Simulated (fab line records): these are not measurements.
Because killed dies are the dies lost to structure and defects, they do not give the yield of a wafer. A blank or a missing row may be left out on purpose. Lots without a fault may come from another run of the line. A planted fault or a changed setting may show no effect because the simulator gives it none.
The tool behind it: which one? -- flow nandHarc -- 36 wafers from 12 lots sampled at 5 of the route's 1302 steps

WHAT EACH GAUGE READ, for each wafer
NHARC_P_M0_INSPECT_27.
lot,measured,on,rawDefectCount
L704,day 6 08:28,defectInspect-01,377 313 354
L706,day 6 21:25,defectInspect-01,181 307 221
L707,day 7 08:50,defectInspect-01,223 155 215
L708,day 8 05:13,defectInspect-02,337 254 449
L709,day 8 06:16,defectInspect-02,178 182 306
L710,day 8 14:17,defectInspect-01,410 336 439
L711,day 9 12:08,defectInspect-02,261 265 218
L712,day 9 16:38,defectInspect-01,240 349 238
L713,day 9 23:40,defectInspect-02,188 300 252
L716,day 11 02:22,defectInspect-02,222 100 335
L719,day 12 02:40,defectInspect-02,494 311 653
L723,day 14 03:28,defectInspect-02,382 296 166

NHARC_END_SORT_01.
lot,measured,on,defectLimitedYield (%),killedAtArray,killedAtOther,killedAtPeriphery,killedDies,killedOpen,killedShort,sort_bin_2_pct (%),sort_bin_3_pct (%),sort_bin_4_pct (%),sortNPass,sortRimYieldPct (%),sortYieldPct (%)
L708,day 26 11:27,prober-02,89.4 89.7 85.7,70 68 90,0 0 0,2 2 7,72 70 97,5 4 1,2 2 2,4.1 4.1 5.9,0.6 0.4 1.3,5.9 5.8 7.1,605 607 580,87 88 88,89.4 89.7 85.7
L709,day 26 05:19,prober-02,93.6 94.2 93.6,41 37 41,1 0 0,1 2 2,43 39 43,4 5 9,1 2 0,1.3 1.6 1.9,1.0 0.6 0.4,4.0 3.5 4.0,634 638 634,97 84 91,93.6 94.2 93.6
L711,day 27 23:11,prober-02,90.1 90.7 90.8,60 55 57,5 4 3,2 4 2,67 63 62,1 3 5,3 2 2,4.4 2.8 3.8,0.4 0.7 0.9,5.0 5.8 4.4,610 614 615,97 95 98,90.1 90.7 90.8
L713,day 28 07:06,prober-01,93.1 92.2 92.9,44 50 45,0 0 1,3 3 2,47 53 48,2 2 3,3 3 5,1.9 2.8 2.4,1.2 0.4 0.3,3.8 4.6 4.4,630 624 629,91 87 89,93.1 92.2 92.9

EACH LOT AND THE TOOL THAT RAN IT (in order: tool; ch and the chambers of the sampled wafers; start)
lot,NHARC_P_M0_CMP_23,NHARC_P_M1_PVD_20,NHARC_P_M1_ANNEAL_31
L704,"cmp-04 ch 1,2,3, day 6 07:59","pvdSputter-03, day 6 11:02","rtpAnneal-01 ch 0, day 6 11:43"
L706,"cmp-04 ch 0,2,3, day 6 20:57","pvdSputter-03, day 7 00:17","rtpAnneal-02 ch 0, day 7 00:54"
L707,"cmp-04 ch 0,1,3, day 7 08:22","pvdSputter-01, day 7 11:37","rtpAnneal-01 ch 0, day 7 12:15"
L708,"cmp-01 ch 0,2,3, day 8 04:46","pvdSputter-01, day 8 07:55","rtpAnneal-02 ch 0, day 8 08:33"
L709,"cmp-02 ch 1,2,3, day 8 05:47","pvdSputter-02, day 8 08:52","rtpAnneal-02 ch 0, day 8 09:35"
L710,"cmp-02 ch 0,3, day 8 13:47","pvdSputter-01, day 8 17:02","rtpAnneal-02 ch 0, day 8 17:43"
L711,"cmp-01 ch 0,2,3, day 9 11:40","pvdSputter-03, day 9 14:43","rtpAnneal-02 ch 0, day 9 15:20"
L712,"cmp-01 ch 1,2, day 9 16:11","pvdSputter-01, day 9 19:22","rtpAnneal-02 ch 0, day 9 19:58"
L713,"cmp-01 ch 2,3, day 9 23:13","pvdSputter-03, day 10 02:15","rtpAnneal-02 ch 0, day 10 02:56"
L716,"cmp-01 ch 0,2,3, day 11 01:56","pvdSputter-02, day 11 04:56","rtpAnneal-02 ch 0, day 11 05:34"
L719,"cmp-02 ch 0,1, day 12 02:13","pvdSputter-01, day 12 05:25","rtpAnneal-01 ch 0, day 12 06:12"
L723,"cmp-04 ch 1,2, day 14 02:59","pvdSputter-02, day 14 06:14","rtpAnneal-02 ch 0, day 14 06:58"
- NHARC_P_M0_CMP_23: polishes, t overpolish 20 s, target thk 117.54 nm.
- NHARC_P_M1_PVD_20: deposits TaN, target thk 5 nm, time 8.06 s.
- NHARC_P_M1_ANNEAL_31: time 90 s.

AS READ BY THE TOOLS THEMSELVES (means over the sampled wafers that have a number; for cases with no such wafer, the mark the record gives instead)
NHARC_P_M0_CMP_23.
lot,tool,motorCurrentA (A),slurryFilterDpKPa (kPa),timeToEndpointS (s)
L704,cmp-04,12.5,13.55,24
L706,cmp-04,10.8,13.46,24
L707,cmp-04,11.9,13.53,25
L708,cmp-01,12.6,13.49,28
L709,cmp-02,11.3,13.47,27
L710,cmp-02,10.4,13.43,27
L711,cmp-01,12.2,13.62,29
L712,cmp-01,11.4,13.52,31
L713,cmp-01,12.2,13.45,29
L716,cmp-01,12.3,13.52,30
L719,cmp-02,11.1,13.41,25
L723,cmp-04,13.4,13.53,27

NHARC_P_M1_PVD_20.
lot,tool,cathodeDcPowerW (W),throttleValvePct (%)
L704,pvdSputter-03,14999,29.5
L706,pvdSputter-03,14999,30.2
L707,pvdSputter-01,14998,29.5
L708,pvdSputter-01,14999,30.7
L709,pvdSputter-02,15000,31.2
L710,pvdSputter-01,15000,29.5
L711,pvdSputter-03,15000,29.8
L712,pvdSputter-01,15002,29.3
L713,pvdSputter-03,14999,29.8
L716,pvdSputter-02,15000,30.6
L719,pvdSputter-01,15001,31.5
L723,pvdSputter-02,15570,31.4

NHARC_P_M1_ANNEAL_31.
lot,tool,wafer_temp_C_max
L704,rtpAnneal-01,226.30
L706,rtpAnneal-02,225.93
L707,rtpAnneal-01,226.47
L708,rtpAnneal-02,226.23
L709,rtpAnneal-02,226.05
L710,rtpAnneal-02,226.02
L711,rtpAnneal-02,226.40
L712,rtpAnneal-02,226.02
L713,rtpAnneal-02,225.94
L716,rtpAnneal-02,225.83
L719,rtpAnneal-01,226.35
L723,rtpAnneal-02,226.06

THE ANSWER, worked out from the rows above alone
Rule: what is usual is taken from the lots themselves. The widest of any qualifying gaps counts: lots, ordered by their means at a reading, are off when they make up no more than a third of the lots, leave a main group of 4 or more, and stand apart from it by 3 or more times the standard deviation of that group's means. Not used: any main group whose means are identical at the precision the tables above print for the reading. Also off: a lot with no number at a reading for which 4 or more lots have one. Any other lot the step has rows for is counted as sound. After the gauges, taken in route order, come the tools' own readings; for these a lot's mean is taken, as printed above. At the first step where some lot is off, the reading lying furthest off is the one used; lots without a number count as furthest.
Off at NHARC_P_M1_PVD_20 (cathodeDcPowerW): L723. The main group: mean 15000 W, standard deviation 1.1.
A tool fits if, at that step or a process step before it, it ran every lot that is off, and no sound lot after the first of them. Undecided on this evidence; 2 tools fit (cmp-04 at NHARC_P_M0_CMP_23, pvdSputter-02 at NHARC_P_M1_PVD_20).

WHAT HAD BEEN PUT IN BY THE SIMULATOR
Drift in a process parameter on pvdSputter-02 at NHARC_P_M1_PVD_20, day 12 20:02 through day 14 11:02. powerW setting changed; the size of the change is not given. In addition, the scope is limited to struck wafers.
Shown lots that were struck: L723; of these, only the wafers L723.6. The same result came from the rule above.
